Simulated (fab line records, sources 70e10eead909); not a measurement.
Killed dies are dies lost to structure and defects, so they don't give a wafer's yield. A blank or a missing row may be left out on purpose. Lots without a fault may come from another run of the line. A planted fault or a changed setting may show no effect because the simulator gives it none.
Which tool did it? | flow nand_harc | 14 lots, 39 wafers sampled, at 3 steps of a route of 1159

WHAT THE GAUGES READ, wafer by wafer
NHARC_P_CONTACT_CD_MEAS_12: target cd 90 nm. Usual: cd_nm 90.0 nm, standard deviation 0.52.
lot  | measured     | on        | cd_nm (nm)     | flag
L154 | day 5 22:20  | cd_sem-01 | 88.8 89.5 89.8 |
L153 | day 5 22:31  | cd_sem-03 | 90.4 90.5 90.8 |
L156 | day 6 19:54  | cd_sem-02 | 90.7 91.1 89.7 |
L158 | day 7 06:13  | cd_sem-01 | 90.2 90.2      |
L161 | day 7 18:54  | cd_sem-01 | 89.6 89.5      |
L163 | day 8 17:57  | cd_sem-02 | 89.5 90.2      |
L164 | day 8 19:22  | cd_sem-01 | 90.6 89.5 89.7 |
L168 | day 9 14:28  | cd_sem-02 | 89.6 90.2 89.4 |
L169 | day 9 15:24  | cd_sem-02 | 89.9 89.9 89.9 |
L170 | day 10 01:14 | cd_sem-02 | 90.6 90.0 90.2 |
L172 | day 10 15:07 | cd_sem-03 | 90.3 91.0 90.4 |
L173 | day 10 21:42 | cd_sem-03 | 90.8 90.4 90.1 |
L175 | day 10 22:07 | cd_sem-03 | 90.5 91.3 89.9 |
L174 | day 10 23:09 | cd_sem-01 | 91.0 90.6 90.1 |

NHARC_P_CONTACT_OVL_MEAS_13. Usual: overlay_x_nm -0.1 nm, standard deviation 0.93; overlay_y_nm 0.1 nm, standard deviation 0.86.
lot  | measured     | on         | overlay_x_nm (nm) | overlay_y_nm (nm) | flag
L154 | day 5 22:25  | overlay-01 | -1.5 -1.8 -1.8    | 0.7 0.5 0.0       |
L153 | day 5 22:36  | overlay-02 | -0.6 -0.3 -0.2    | -1.5 -0.7 -1.7    |
L156 | day 6 19:59  | overlay-01 | 0.8 0.9 0.3       | 0.6 0.2 1.0       |
L158 | day 7 06:19  | overlay-02 | -0.3 0.5          | 0.2 0.0           |
L161 | day 7 18:59  | overlay-02 | 1.0 0.6           | -0.6 -0.2         |
L163 | day 8 18:02  | overlay-01 | -0.2 -0.3         | 0.2 0.2           |
L164 | day 8 19:26  | overlay-01 | 0.7 1.0 1.3       | 1.9 1.9 1.8       |
L168 | day 9 14:33  | overlay-01 | 0.9 0.9 0.7       | 0.5 -0.2 -0.1     |
L169 | day 9 15:30  | overlay-01 | -1.4 -1.5 -0.9    | 0.0 0.8 0.7       |
L170 | day 10 01:19 | overlay-01 | -0.8 -0.7 -0.9    | 0.0 -0.3 -0.4     |
L172 | day 10 15:13 | overlay-01 | -0.7 -0.8 -0.6    | 0.3 0.3 -0.1      |
L173 | day 10 21:47 | overlay-02 | -1.3 -1.8 -2.1    | 0.2 -0.3 0.0      |
L175 | day 10 22:12 | overlay-01 | 2.1 2.1 2.3       | -0.1 -0.1 -0.2    |
L174 | day 10 23:14 | overlay-01 | -1.0 -0.7 -1.1    | 0.1 0.7 0.7       |

WHICH TOOL RAN EACH LOT (tool, then ch and the chambers of the sampled wafers, then the start)
lot  | NHARC_P_GATE_RTA_82
L154 | rtp_anneal-01 ch 0, day 5 20:33
L153 | rtp_anneal-01 ch 0, day 5 20:41
L156 | rtp_anneal-01 ch 0, day 6 18:01
L158 | rtp_anneal-02 ch 0, day 7 04:32
L161 | rtp_anneal-02 ch 0, day 7 17:19
L163 | rtp_anneal-01 ch 0, day 8 16:10
L164 | rtp_anneal-01 ch 0, day 8 17:32
L168 | rtp_anneal-02 ch 0, day 9 12:38
L169 | rtp_anneal-02 ch 0, day 9 13:34
L170 | rtp_anneal-01 ch 0, day 9 23:35
L172 | rtp_anneal-01 ch 0, day 10 13:10
L173 | rtp_anneal-02 ch 0, day 10 20:01
L175 | rtp_anneal-02 ch 0, day 10 20:22
L174 | rtp_anneal-01 ch 0, day 10 21:07
- NHARC_P_GATE_RTA_82: time 30 s.

WHAT THE TOOLS THEMSELVES READ (means of the sampled wafers that have a number; where no wafer has one, the mark that the record gives instead)
NHARC_P_GATE_RTA_82. Usual: lamp_power_pct 3.5 %, standard deviation 0.36; lamp_zone_6_pct 3.5 %, standard deviation 0.36; wafer_temp_C_max 451.9, standard deviation 0.43.
lot  | tool          | lamp_power_pct (%) | lamp_zone_6_pct (%) | wafer_temp_C_max | flag
L154 | rtp_anneal-01 | 3.3                | 3.3                 | 452.3            |
L153 | rtp_anneal-01 | 3.3                | 3.3                 | 451.7            |
L156 | rtp_anneal-01 | 3.3                | 3.3                 | 452.2            |
L158 | rtp_anneal-02 | 4.1                | 4.1                 | 451.6            |
L161 | rtp_anneal-02 | 4.1                | 4.1                 | 451.6            |
L163 | rtp_anneal-01 | 3.3                | 3.3                 | 452.4            |
L164 | rtp_anneal-01 | 3.3                | 3.3                 | 452.0            |
L168 | rtp_anneal-02 | 4.1                | 4.1                 | 452.1            |
L169 | rtp_anneal-02 | 4.1                | 4.1                 | 451.5            |
L170 | rtp_anneal-01 | 3.3                | 3.3                 | 451.9            |
L172 | rtp_anneal-01 | 3.3                | 3.3                 | 452.0            |
L173 | rtp_anneal-02 | 4.1                | 4.1                 | 451.9            |
L175 | rtp_anneal-02 | 4.1                | 4.1                 | 451.5            |
L174 | rtp_anneal-01 | 3.3                | 3.3                 | 451.9            |

THE ANSWER, worked out from the rows above alone
Rule: a lot is off if the mean of its wafers that have a number lies more than 3 standard deviations from the usual mean. A lot without any number at a reading at which 4 lots or more have one is off too. The other lots that the step has rows for count as sound. The gauges are gone through in route order, then the tools' own readings, and for those a lot's mean is taken as printed above. The first step at which some lot is off is used, and at that step the reading that is off furthest; a lot without a number counts as furthest.
No lot is off at any reading shown: from this, nothing can be told.

WHAT THE SIMULATOR HAD PUT IN
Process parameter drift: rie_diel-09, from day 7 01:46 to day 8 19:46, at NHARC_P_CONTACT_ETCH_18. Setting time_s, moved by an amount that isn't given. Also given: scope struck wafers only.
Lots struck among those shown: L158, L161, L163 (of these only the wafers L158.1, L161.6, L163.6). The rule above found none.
